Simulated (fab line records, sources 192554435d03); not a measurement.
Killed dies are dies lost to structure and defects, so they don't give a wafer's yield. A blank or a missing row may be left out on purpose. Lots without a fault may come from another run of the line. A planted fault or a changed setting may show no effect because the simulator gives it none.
fab line records | flow n5_finfet
record lots=10 wafers=27 last_day=18
route steps=1938 shown MOL_CONTACT_COAG@630 BEOL_M0_SAQP@636 BEOL_M4@1111 PASSIVATION@1936
lots that met no fault: from a run of the same line without faults
start_h: hours from the record's first day to the start of the lot's first wafer shown | wait_h: hours since the lot's step before | " the same as in the row above | L1.1+2: a row that stands for several wafers | - no value, or no start given | * or withheld: withheld | < > ~ a bound
route shown NAME@n: a module of which the file shows steps, and the number in the route of the first | usual: mean/standard deviation of fault-free wafers | same: alike in all rows | chamber/n: place in a boat | sites: the reading at each site | _std_site: their standard deviation | _edge_site: outer sites' mean less inner sites' | radius_mm: how far each site lies from the wafer's centre | mask NAME#n: copy n | behind: the tool/chamber that last shaped the wafer | hold: why the lot was held/for how many hours/how that ended | device: the transistor (n, p or np) that didn't switch | end of line: the same wafers' tests at the end of the route | a step without rows: its recipe alone | killed: dies lost to structure and defects at the first sort, not the wafer's yield | map: a wafer's dies, x killed, . not, _ none there
set.NAME: the setting as run; set.NAME@STEP: as run at that earlier step | model.NAME: the simulator's own value behind a step, which no gauge read
steps of the route over a sample of lots; a table a step, a row a wafer
services: from which hour (start_h, from the record's first day; less than 0 if before it) a tool's chamber was out of use, for how many hours, and why
## steps
# step N5_MOL_CONTACT_COAG_INSPECT_97
# recipe inspect_instrument=darkfield mode=post_anneal
# usual raw_defect_count=46/20
# columns lot.wafer tool chamber start_h wait_h raw_defect_count
L478.1 defect_inspect-02 - 121.59 0.0 17
L478.3 " - " " 18
L478.5 " - " " 25
L484.1 defect_inspect-02 - 155.91 0.0 66
L484.5 " - " " 39
L485.1 defect_inspect-01 - 161.42 0.0 29
L485.5 " - " " 25
L486.1 defect_inspect-01 - 168.83 0.0 70
L486.5 " - " " 86
L487.2 defect_inspect-01 - 175.80 0.0 28
L487.5 " - " " 44
L487.6 " - " " 26
L488.1 defect_inspect-02 - 178.79 0.0 48
L488.3 " - " " 52
L488.4 " - " " 48
L491.1 defect_inspect-02 - 198.59 0.0 39
L491.4 " - " " 38
L491.6 " - " " 28
L492.1 defect_inspect-02 - 203.39 0.0 32
L492.4 " - " " 35
L492.5 " - " " 22
L496.1 defect_inspect-01 - 229.79 0.0 44
L496.5 " - " " 28
L496.6 " - " " 33
L499.2 defect_inspect-01 - 244.82 0.0 34
L499.4 " - " " 28
L499.6 " - " " 32
# step N5_BEOL_M0_SAQP_PECVD_96
# recipe material=a-Si target_thk_a=450 temp_c=350 precursor=SiH4/He pressure_torr=3 rf_w=100 time_s=45.2
# usual heater_power_w=588/71 showerhead_plenum_p_Torr=5.65/0.083 throttle_valve_pct=18.8/1.2
# same time_s=45.2
# columns lot.wafer tool chamber start_h wait_h heater_power_w showerhead_plenum_p_Torr throttle_valve_pct
L478.1 pecvd-01 1 122.55 0.0 659 5.66 19.1
L478.3 " 2 " " 616 5.68 16.4
L478.5 " 2 " " 620 5.68 16.8
L484.1 pecvd-04 2 157.55 0.0 456 5.66 21.5
L484.5 " 1 " " 524 5.68 18.0
L485.1 pecvd-04 1 162.19 0.0 530 5.67 18.2
L485.5 " 0 " " 580 5.47 18.7
L486.1 pecvd-01 0 170.03 0.0 710 5.75 18.5
L486.5 " 2 " " 609 5.68 16.8
L487.2 pecvd-04 2 176.83 0.0 497 5.67 21.4
L487.5 " 1 " " 517 5.68 18.2
L487.6 " 2 " " 504 5.66 21.5
L488.1 pecvd-01 0 180.54 0.0 657 5.74 18.5
L488.3 " 2 " " 633 5.68 16.9
L488.4 " 0 " " 662 5.75 18.5
L491.1 pecvd-02 2 199.77 0.0 562 5.72 18.9
L491.4 " 0 " " 646 5.63 18.3
L491.6 " 2 " " 565 5.72 18.6
L492.1 pecvd-04 1 204.78 0.0 514 5.67 18.4
L492.4 " 0 " " 580 5.49 18.6
L492.5 " 0 " " 582 5.49 19.0
L496.1 pecvd-01 0 230.92 0.0 702 5.76 18.5
L496.5 " 0 " " 707 5.75 18.7
L496.6 " 2 " " 670 5.69 16.9
L499.2 pecvd-02 1 247.05 0.0 612 5.70 19.3
L499.4 " 2 " " 630 5.71 18.7
L499.6 " 1 " " 592 5.71 19.2
# step N5_BEOL_M0_SAQP_PECVD_97
# recipe material=SiNx target_thk_a=230 temp_c=350 precursor=SiH4/NH3/N2 pressure_torr=1.5 rf_w=300 time_s=19.9
# usual heater_power_w=514/77 showerhead_plenum_p_Torr=5.11/0.11 throttle_valve_pct=41.3/2.8
# same time_s=19.9
# columns lot.wafer tool chamber start_h wait_h heater_power_w showerhead_plenum_p_Torr throttle_valve_pct
L478.1 pecvd-01 1 122.60 0.0 557 5.12 41.4
L478.3 " 2 " " 621 5.16 36.9
L478.5 " 2 " " 626 5.16 36.3
L484.1 pecvd-04 2 157.60 0.0 360 5.12 47.4
L484.5 " 1 " " 465 5.16 39.7
L485.1 pecvd-04 1 162.23 0.0 459 5.15 40.1
L485.5 " 0 " " 494 4.88 41.1
L486.1 pecvd-01 0 170.08 0.0 585 5.26 40.6
L486.5 " 2 " " 571 5.17 36.6
L487.2 pecvd-04 2 176.88 0.0 352 5.12 47.3
L487.5 " 1 " " 440 5.15 40.0
L487.6 " 2 " " 349 5.14 47.4
L488.1 pecvd-01 0 180.58 0.0 591 5.25 40.8
L488.3 " 2 " " 593 5.17 36.9
L488.4 " 0 " " 587 5.27 40.4
L491.1 pecvd-02 2 199.82 0.0 562 5.19 41.0
L491.4 " 0 " " 589 5.10 40.4
L491.6 " 2 " " 565 5.20 41.1
L492.1 pecvd-04 1 204.85 0.0 484 5.16 40.1
L492.4 " 0 " " 476 4.88 41.5
L492.5 " 0 " " 472 4.88 41.3
L496.1 pecvd-01 0 230.97 0.0 623 5.23 40.4
L496.5 " 0 " " 612 5.24 40.7
L496.6 " 2 " " 538 5.16 37.3
L499.2 pecvd-02 1 247.10 0.0 535 5.21 42.1
L499.4 " 2 " " 575 5.21 41.2
L499.6 " 1 " " 536 5.21 42.3
# step N5_BEOL_M0_SAQP_HM_OPEN_112
# recipe chemistry=CHF3/O2 target=SiO2 stop_on=a-Si target_depth_a=120 over_etch_frac=1.25 mask_material=SOC time_s=13.5 pressure_mtorr=30 source_w=650 bias_w=170 Ar_flow_sccm=200 CHF3_flow_sccm=50 O2_flow_sccm=5 ion_energy_ev=200 ends=end_point
# usual drypump_motor_current_A=5.8/0.53 oes_product_au=0.49/0.044 over_etch_frac=1.25/0 rf_vpp_V=525/6 showerhead_plenum_p_Torr=2.40/0.07 throttle_valve_pct=18.97/0.23
# columns lot.wafer tool chamber start_h wait_h drypump_motor_current_A oes_product_au over_etch_frac rf_hours_counter_h rf_vpp_V showerhead_plenum_p_Torr throttle_valve_pct
L478.1 rie_diel-02 2 123.50 0.0 5.6 0.49 1.25 117 534 2.42 18.56
L478.3 " 0 " " 6.0 0.47 1.25 197 524 2.39 19.20
L478.5 " 3 " " 4.7 0.50 1.25 - 521 2.41 19.06
L484.1 rie_diel-02 3 158.47 0.0 4.7 0.42 2.3844 180 520 2.41 19.07
L484.5 " 3 " " 4.7 0.42 2.3844 - 520 2.41 19.07
L485.1 rie_diel-02 3 163.17 0.0 4.8 0.41 2.3844 181 519 2.41 19.07
L485.5 " 2 " " 5.6 0.43 2.3844 - 531 2.41 18.57
L486.1 rie_diel-02 2 170.98 0.0 5.6 0.42 2.3844 134 532 2.41 18.57
L486.5 " 1 " " 5.9 0.54 2.3844 - 531 2.57 18.46
L487.2 rie_diel-04 1 177.78 0.0 6.6 0.50 1.25 159 515 2.31 18.95
L487.5 " 2 " " 5.5 0.49 1.25 - 528 2.50 18.88
L487.6 " 3 " " 5.7 0.46 1.25 - 523 2.28 19.26
L488.1 rie_diel-04 2 181.35 0.0 5.5 0.48 1.25 169 529 2.50 18.86
L488.3 " 1 " " 6.6 0.50 1.25 160 514 2.31 18.94
L488.4 " 0 " " 6.1 0.47 1.25 180 526 2.40 19.02
L491.1 rie_diel-05 1 200.74 0.0 6.6 0.45 1.25 212 532 2.38 19.08
L491.4 " 2 " " 5.5 0.46 1.25 247 519 2.37 18.82
L491.6 " 3 " " 5.6 0.46 1.25 - 531 2.38 19.30
L492.1 rie_diel-04 3 205.80 0.0 5.7 0.45 1.25 248 523 2.28 19.27
L492.4 " 0 " " 6.1 0.47 1.25 188 525 2.40 19.01
L492.5 " 1 " " 6.6 0.50 1.25 - 513 2.31 18.95
L496.1 rie_diel-04 1 231.74 0.0 6.6 0.49 1.25 177 513 2.30 18.99
L496.5 " 3 " " 5.7 0.66 1.25 - 532 2.57 18.84
L496.6 " 0 " " 6.1 0.47 1.25 - 525 2.40 19.04
L499.2 rie_diel-05 3 247.87 0.0 5.6 0.47 1.25 219 530 2.38 19.36
L499.4 " 0 " " 5.4 0.44 1.25 233 528 2.37 19.00
L499.6 " 3 " " 5.6 0.46 1.25 - 532 2.38 19.35
# step N5_BEOL_M4_RC_MEAS_101
# usual DIBL_N=36.3/1.2 DIBL_P=36.3/1.4 IOFF_N=0.157/0.02 IOFF_P=0.22/0.033 ION_N=675/9.6 ION_P=465/8.2 SS_N=71.4/0.45 SS_P=73.3/0.54 VT_N=249.8/2.5 VT_P=-249/3.2
# columns lot.wafer tool chamber start_h wait_h DIBL_N[mV/V] DIBL_P[mV/V] IOFF_N[nA/um] IOFF_P[nA/um] ION_N[uA/um] ION_P[uA/um] SS_N[mV/dec] SS_P[mV/dec] VT_N[mV] VT_P[mV]
L478.1 prober-01 0 187.88 0.0 34.6 34.8 0.128 0.16 665 455 71.2 72.0 251.3 -256
L478.3 " 0 " " 35.1 34.9 0.132 0.17 662 453 71.7 72.3 251.7 -253
L478.5 " 0 " " 35.3 35.1 0.137 0.17 668 455 71.2 71.9 253.9 -254
L485.1 prober-01 0 232.27 0.4 34.2 35.7 0.151 0.23 686 468 71.2 72.6 248.1 -247
L485.5 " 0 " " 35.3 37.5 0.177 0.26 692 475 71.6 72.8 247.1 -246
L484.1 prober-01 0 247.92 0.0 37.6 35.5 0.165 0.23 679 464 71.4 73.5 250.5 -247
L484.5 " 0 " " 37.6 35.7 0.170 0.23 684 472 71.6 73.5 248.2 -247
L486.1 prober-02 0 251.22 0.0 37.4 35.5 0.168 0.23 683 466 70.9 73.8 249.0 -249
L486.5 " 0 " " 37.3 35.6 0.174 0.23 682 465 71.6 73.8 250.0 -247
L487.2 prober-01 0 263.83 0.2 37.4 38.4 0.177 0.21 680 462 72.0 73.6 248.5 -253
L487.5 " 0 " " 36.5 36.9 0.157 0.18 669 459 71.7 73.1 249.4 -253
L487.6 " 0 " " 36.8 36.2 0.153 0.18 665 451 72.0 73.3 250.3 -254
L488.1 prober-01 0 269.43 0.0 37.2 37.3 0.182 0.25 680 475 71.3 73.5 248.5 -246
L488.3 " 0 " " 35.8 36.4 0.173 0.24 680 472 71.3 73.9 249.2 -245
L488.4 " 0 " " 36.2 36.6 0.173 0.23 677 465 71.1 72.8 247.7 -246
L492.1 prober-02 0 274.00 0.0 36.0 35.9 0.160 0.20 683 463 71.2 73.4 249.9 -250
L492.4 " 0 " " 36.0 36.1 0.152 0.20 672 461 71.7 72.8 249.2 -252
L492.5 " 0 " " 36.0 36.1 0.159 0.20 685 463 71.2 72.5 248.5 -251
L491.1 prober-02 0 284.71 0.0 36.3 36.0 0.133 0.20 666 461 71.5 72.2 254.8 -251
L491.4 " 0 " " 37.1 36.6 0.149 0.21 677 464 71.6 72.6 251.3 -247
L491.6 " 0 " " 37.9 38.3 0.163 0.24 686 477 71.9 74.0 249.4 -248
L496.1 prober-02 0 308.98 0.0 38.3 38.4 0.206 0.26 675 463 72.1 74.6 247.8 -247
L496.5 " 0 " " 37.7 38.6 0.195 0.26 675 467 72.2 73.5 247.5 -249
L496.6 " 0 " " 38.1 38.6 0.199 0.26 692 474 71.5 73.9 244.4 -245
L499.2 prober-02 0 331.82 0.2 38.2 39.2 0.187 0.29 688 471 71.6 74.1 249.0 -242
L499.4 " 0 " " 34.8 34.9 0.119 0.20 665 470 70.4 72.6 251.8 -248
L499.6 " 0 " " 39.5 40.7 0.208 0.34 685 478 71.7 74.1 247.2 -243
# step N5_PASSIVATION_PROBE_49
# usual defect_limited_yield=91.1/1.4 killed_at_M0_to_M3=33/10 killed_at_M4_up=15/5.8 killed_at_contacts=13/5.9 killed_at_front_end=39/11 killed_at_other=4/3.6 killed_dies=105/16 killed_open=68/11 killed_short=34/7.8 sort_bin_5_function=5.2/0.88 sort_bin_6_memory=3.3/0.61 sort_n_pass=1075/16 sort_yield_pct=91.1/1.4
# same gross_dies=1180 killed_at_back_side=0 sort_bin_4_leakage[%]=0 sort_bin_8_speed[%]=0
# columns lot.wafer tool chamber start_h wait_h defect_limited_yield[%] killed_at_M0_to_M3 killed_at_M4_up killed_at_contacts killed_at_front_end killed_at_other killed_dies killed_open killed_short sort_bin_5_function[%] sort_bin_6_memory[%] sort_n_pass sort_yield_pct[%]
L486.1 prober-02 - 353.80 0.0 91.4 29 16 16 34 6 101 72 26 5.5 2.7 1079 91.4
L486.5 prober-02 - 354.00 0.2 91.0 36 19 17 31 3 106 65 39 5.3 3.3 1074 91.0
L484.1 prober-02 - 356.35 0.0 92.7 28 5 13 35 5 86 55 28 4.5 2.3 1094 92.7
L492.1 prober-01 - 381.69 0.0 87.3 70 14 7 52 7 150 87 62 7.3 4.7 1030 87.3
L492.4 prober-01 - 381.84 0.2 89.0 35 27 6 56 6 130 80 45 6.6 3.9 1050 89.0
L492.5 prober-01 - 381.89 0.2 90.8 43 19 2 40 4 108 74 29 5.1 3.4 1072 90.8
L491.6 prober-02 - 385.95 0.3 92.4 27 9 13 41 0 90 53 34 4.3 2.9 1090 92.4
L496.1 prober-02 - 410.22 0.0 91.8 39 9 15 29 5 97 69 28 5.3 2.9 1083 91.8
L496.5 prober-02 - 410.42 0.2 92.1 33 16 14 27 3 93 66 26 3.8 3.6 1087 92.1
L496.6 prober-02 - 410.47 0.3 91.1 41 21 17 24 2 105 73 29 5.3 3.4 1075 91.1
# killed by level:class
L486.1 MOL_CONTACT_COAG:geometric_particle:open=15 STI_FIN_REVEAL:geometric_particle:open=9 BEOL_M2:geometric_particle:open=9 BEOL_M0_SAQP:geometric_particle:short=7 BEOL_M1:geometric_particle:open=7 BEOL_M4:geometric_particle:open=6 DUMMY_GATE:geometric_particle:open=4 GATE_CUT:geometric_particle:open=3
L486.5 MOL_CONTACT_COAG:geometric_particle:open=13 BEOL_M4:geometric_particle:open=10 FIN_SAQP:geometric_particle:short=8 BEOL_M2:geometric_particle:open=8 BEOL_M0_SAQP:geometric_particle:short=7 BEOL_M3:geometric_particle:open=6 FIN_SAQP:geometric_particle:open=5 DUMMY_GATE:geometric_particle:open=4
L484.1 MOL_CONTACT_COAG:geometric_particle:open=9 BEOL_M2:geometric_particle:open=7 FIN_SAQP:geometric_particle:open=6 FIN_SAQP:geometric_particle:short=6 BEOL_M1:geometric_particle:open=6 DUMMY_GATE:geometric_particle:open=5 BEOL_M0_SAQP:geometric_particle:short=4 GATE_CUT:geometric_particle:short=3
L492.1 FIN_SAQP:geometric_particle:short=14 FIN_SAQP:geometric_particle:open=11 BEOL_M2:geometric_particle:open=11 BEOL_M3:geometric_particle:open=11 BEOL_M0_SAQP:geometric_particle:short=10 BEOL_M1:geometric_particle:open=10 BEOL_M2:geometric_particle:short=9 BEOL_M0:geometric_particle:open=7
L492.4 FIN_SAQP:geometric_particle:short=20 BEOL_M3:geometric_particle:open=12 BEOL_M4:geometric_particle:open=10 FIN_SAQP:geometric_particle:open=9 STI_FIN_REVEAL:geometric_particle:open=9 STI_FIN_REVEAL:geometric_particle:short=7 BEOL_M2:geometric_particle:open=6 MOL_CONTACT_COAG:geometric_particle:open=5
L492.5 BEOL_M0_SAQP:geometric_particle:open=12 STI_FIN_REVEAL:geometric_particle:open=9 BEOL_M0:geometric_particle:open=8 FIN_SAQP:geometric_particle:short=7 BEOL_M0_SAQP:geometric_particle:short=6 BEOL_M3:geometric_particle:open=6 BEOL_M4:geometric_particle:open=6 BEOL_M8:geometric_particle:open=5
L491.6 MOL_CONTACT_COAG:geometric_particle:open=12 BEOL_M3:geometric_particle:open=8 STI_FIN_REVEAL:geometric_particle:open=7 GATE_CUT:geometric_particle:short=7 STARTING-WAFER:geometric_particle:open=5 FIN_SAQP:geometric_particle:short=4 BEOL_M1:geometric_particle:open=4 BEOL_M2:geometric_particle:open=4
L496.1 BEOL_M0_SAQP:geometric_particle:open=11 MOL_CONTACT_COAG:geometric_particle:open=10 BEOL_M3:geometric_particle:open=10 DUMMY_GATE:geometric_particle:open=8 BEOL_M0_SAQP:geometric_particle:short=8 BEOL_M4:geometric_particle:open=6 MOL_CONTACT_COAG:geometric_particle:short=5 BEOL_M2:geometric_particle:open=5
L496.5 BEOL_M0_SAQP:geometric_particle:open=13 MOL_CONTACT_COAG:geometric_particle:open=9 BEOL_M1:geometric_particle:open=8 DUMMY_GATE:geometric_particle:open=6 GATE_CUT:geometric_particle:short=5 MOL_CONTACT_COAG:geometric_particle:short=5 BEOL_M4:geometric_particle:open=4 STI_FIN_REVEAL:geometric_particle:open=3
L496.6 MOL_CONTACT_COAG:geometric_particle:open=16 BEOL_M0_SAQP:geometric_particle:short=14 BEOL_M0_SAQP:geometric_particle:open=13 BEOL_M4:geometric_particle:open=7 BEOL_M1:geometric_particle:open=6 BEOL_M4:geometric_particle:short=6 STARTING-WAFER:geometric_particle:open=6 STI_FIN_REVEAL:geometric_particle:open=4
## services
# columns tool chamber start_h hours kind
rie_diel-04 - 100.48 4.0 repair
pecvd-01 2 101.14 2.1 scheduled_down
pecvd-01 0 103.27 5.5 scheduled_down
pecvd-02 - 106.83 2.8 pm
rie_diel-02 1 137.73 - clean
rie_diel-02 - 139.51 0.9 repair
pecvd-02 0 142.29 5.6 repair
pecvd-01 0 148.21 20.6 repair
pecvd-04 0 172.54 2.1 scheduled_down
pecvd-04 2 196.43 5.5 scheduled_down
pecvd-01 2 196.46 8.4 repair
pecvd-04 2 202.38 - clean
pecvd-04 2 202.38 - consumable_replace:showerhead
pecvd-04 2 202.38 29.0 scheduled_down
pecvd-04 2 202.38 29.0 vent_cycle
rie_diel-02 0 202.66 7.8 repair
rie_diel-02 2 206.69 6.6 repair
rie_diel-04 3 210.24 - clean
rie_diel-04 3 210.24 - consumable_replace:focus_ring
rie_diel-04 3 210.24 - consumable_replace:showerhead
rie_diel-04 3 210.24 16.8 scheduled_down
rie_diel-04 3 210.24 16.8 vent_cycle
pecvd-04 - 229.84 4.3 pm
pecvd-04 - 236.77 3.5 repair
## key
first_sign step=N5_BEOL_M0_SAQP_HM_OPEN_112 reading=over_etch_frac direction=up sigmas=99+ usual=1.25 struck=2.3844
effect none on later readings
met_at N5_BEOL_M0_SAQP_HM_OPEN_112
struck_lots L484,L485,L486
struck_wafers L484.1,L484.5,L485.1,L485.5,L486.1,L486.5
not_acting_at N5_MOL_CONTACT_COAG_INSPECT_97,N5_BEOL_M0_SAQP_PECVD_96,N5_BEOL_M0_SAQP_PECVD_97
onset_between 123.50 158.47
fault kind=process_parameter_drift tool=rie_diel-02 chamber=- onset_h=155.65 steps=N5_BEOL_M0_SAQP_HM_OPEN_112 channel=over_etch_frac offset=1.1344 shape=step end_h=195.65 scope=struck_wafers_only acts_in=these_recipes_only stated=1.25
